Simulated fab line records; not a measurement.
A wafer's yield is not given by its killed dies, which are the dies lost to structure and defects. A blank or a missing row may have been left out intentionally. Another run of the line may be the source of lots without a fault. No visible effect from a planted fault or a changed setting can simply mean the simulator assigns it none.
A struck lot beside a sound one ; flow nand-harc ; 39 steps out of a route of 1159
Sound: the wafers L788.1, L788.2, L788.3. Wafers struck: L803.3, L803.5, L803.6. The cause comes at the end.
Order at every step that has rows: each side's tool, ch and its chambers, its first start. Under that, the readings that differ: sound wafers ; struck wafers ; difference of the means ; sigmas: that difference in standard deviations of wafers without a fault.
alike: readings whose means differ by less than 2 such deviations, and words and numbers that are the same on both sides. not compared: withheld readings, readings that some wafer has no value for, bounds like >300 that may hide the same value, and numbers for which the record gives no deviation and whose values overlap.
A row with sigmas, a row that says differs or no value, or rows on one side alone: a step with any of these is where the two part. Non-overlapping numbers with no deviation appear without sigmas and do not part them. A reading missing from all wafers of one side parts the sides only when that side holds two or more wafers.

first, 1 step without rows for these wafers: NHARC_A_ONON_D1_DEP_09 (target thk 1000 nm).
NHARC_A_ONON_D1_THK_MEAS_11: measures by ellipsometry.
  sound on film-metro-02 at day 7 20:58; struck on film-metro-02 at day 11 17:21
  alike: thk-nm
following that, 1 step holds no rows for these wafers, namely NHARC_A_ONON_D1_DEP_12 (target thickness 1000 nm).
NHARC_A_ONON_D1_THK_MEAS_14: measures by ellipsometry.
  sound on film-metro-02 at day 7 21:31; struck on film-metro-02 at day 11 17:55
  alike: thk-nm
then, 2 steps without rows for these wafers: NHARC_A_ONON_D1_ANNEAL_15 (time 3600 s); NHARC_A_ONON_D1_DEP_16 (target thk 1000 nm).
NHARC_A_ONON_D1_THK_MEAS_18: measures by ellipsometry.
  sound on film-metro-02 at day 8 04:36; struck on film-metro-02 at day 12 00:54
  alike: thk-nm
following that, 1 step holds no rows for these wafers, namely NHARC_A_ONON_D1_DEP_19 (target thickness 1000 nm).
NHARC_A_ONON_D1_THK_MEAS_21: measures by ellipsometry.
  sound on film-metro-01 at day 8 05:11; struck on film-metro-01 at day 12 01:28
  alike: thk-nm
following that, 1 step holds no rows for these wafers, namely NHARC_A_ONON_D1_DEP_22 (target thickness 1000 nm).
NHARC_A_ONON_D1_THK_MEAS_24: measures by ellipsometry.
  sound on film-metro-01 at day 8 05:44; struck on film-metro-01 at day 12 02:01
  alike: thk-nm
NHARC_A_ONON_D1_DEP_25: target thk 1000 nm.
  sound on pecvd-onon-04 ch 0, day 8 05:48; struck on pecvd-onon-02 ch 0, day 12 02:12
  alike: n2o-flow-sccm
NHARC_A_ONON_D1_THK_MEAS_27: measures by ellipsometry.
  sound on film-metro-01 at day 8 06:19; struck on film-metro-01 at day 12 02:35
reading;sound;struck;difference;sigmas
thk-nm (nm);1018 1018 1016;998 996 999;-20;-2
following that, 1 step holds no rows for these wafers, namely NHARC_A_ONON_D1_DEP_28 (target thickness 1000 nm).
NHARC_A_ONON_D1_THK_MEAS_30: measures by ellipsometry.
  sound on film-metro-01 at day 8 06:53; struck on film-metro-01 at day 12 03:09
  alike: thk-nm
NHARC_A_ONON_D1_DEP_33: deposits SiO2, target thk 200 nm.
  sound on pecvd-04 ch 0,1,2, day 8 06:56; struck on pecvd-04 ch 1,2, day 12 03:18
  alike: heater-power-w, showerhead-vpp-V, throttle-valve-pct
NHARC_A_ONON_D1_THK_MEAS_34: measures by ellipsometry.
  sound on film-metro-01 at day 8 07:21; struck on film-metro-01 at day 12 03:37
reading;sound;struck;difference;sigmas
thk-nm (nm);197.9 198.4 196.8;202.7 207.7 202.9;+6.7;+3
NHARC_A_CHANNEL_HOLE_D1_DEP_00: deposits aC, target thk 3100 nm.
  sound on acl-dep-01 ch 0, day 8 11:30; struck on acl-dep-02 ch 0, day 12 04:43
  alike: throttle-valve-pct
NHARC_A_CHANNEL_HOLE_D1_DEP_01: deposits SiON, target thk 140 nm.
  sound on pecvd-03 ch 0,1,2, day 8 13:24; struck on pecvd-01 ch 0,1,2, day 12 06:01
  alike: heater-power-w, showerhead-vpp-V
then, 10 steps without rows for these wafers: NHARC_A_CHANNEL_HOLE_D1_DEHYDRATE_02 (time 120 s); NHARC_A_CHANNEL_HOLE_D1_HMDS_03 (time 30 s); NHARC_A_CHANNEL_HOLE_D1_COAT_36 (time 75 s); NHARC_A_CHANNEL_HOLE_D1_COAT_37 (time 65 s); NHARC_A_CHANNEL_HOLE_D1_COAT_04 (resist thk 90 nm); NHARC_A_CHANNEL_HOLE_D1_SOFTBAKE_05 (time 55 s); NHARC_A_CHANNEL_HOLE_D1_EBR_06; NHARC_A_CHANNEL_HOLE_D1_EXPOSE_07 (exposes mask HOLE D1, target cd 100 nm); NHARC_A_CHANNEL_HOLE_D1_PEB_08 (peb time 65 s); NHARC_A_CHANNEL_HOLE_D1_DEVELOP_09 (develop time 35 s).
NHARC_A_CHANNEL_HOLE_D1_CD_MEAS_10 targets a cd of 100 nm.
  sound on cd-sem-01 ch 0, day 8 14:07; struck on cd-sem-02 ch 0, day 12 06:44
  alike: cd-nm
NHARC_A_CHANNEL_HOLE_D1_OVL_MEAS_11:
  sound on overlay-02 at day 8 14:13; struck on overlay-02 at day 12 06:49
reading;sound;struck;difference;sigmas
overlay-y-nm (nm);0.0 0.2 0.2;1.9 2.0 2.1;+1.9;+2
  alike: overlay-x-nm
then, 2 steps without rows for these wafers: NHARC_A_CHANNEL_HOLE_D1_DESCUM_15 (chemistry O2, time 3 s); NHARC_A_CHANNEL_HOLE_D1_ETCH_38 (etches the open film in CF4, target depth 39 nm, time 65 s).
NHARC_A_CHANNEL_HOLE_D1_ETCH_39: etches the open film in N2/H2, target depth 260 nm, time 325 s.
  sound on rie-diel-01 ch 0,1,2; struck on rie-diel-07 ch 0,1,2
  alike: drypump-motor-current-A, oes-product-au, rf-vpp-V, showerhead-plenum-p-Torr, throttle-valve-pct
  not compared: rf-hours-counter-h
NHARC_A_CHANNEL_HOLE_D1_ETCH_34: etches the open film in CF4/CHF3, target depth 154 nm, time 77 s.
  sound on rie-diel-01 ch 0,1,3; struck on rie-diel-07 ch 1,2,3
  alike: drypump-motor-current-A, oes-product-au, rf-vpp-V, showerhead-plenum-p-Torr, throttle-valve-pct
  not compared: rf-hours-counter-h
then, 1 step without rows for these wafers: NHARC_A_CHANNEL_HOLE_D1_ETCH_16 (etches the open film in O2/COS, target depth 3100 nm, time 806 s).
NHARC_A_CHANNEL_HOLE_D1_CD_MEAS_18:
  sound on cd-sem-01 at day 8 15:25; struck on cd-sem-02 at day 12 08:02
  alike: cd-nm
then, 1 step without rows for these wafers: NHARC_A_CHANNEL_HOLE_D1_ETCH_19 (etches the open film in C4F8/O2/Ar, time 34.5 s).
-- break in the record here, with 12 days between the starts of the struck wafers on either side (left off in module A_CHANNEL_HOLE_D1, picked up again in module END, where the first step shown is number 1159 on the route) --
NHARC_END_SORT_01:
  the record has rows for the struck wafers here (prober-02 ch 0, day 23 21:58) and none for the sound ones

## WHERE THEY PART
First at NHARC_A_ONON_D1_THK_MEAS_27; last, within this record, at NHARC_END_SORT_01.

WHY: what the simulator had put in
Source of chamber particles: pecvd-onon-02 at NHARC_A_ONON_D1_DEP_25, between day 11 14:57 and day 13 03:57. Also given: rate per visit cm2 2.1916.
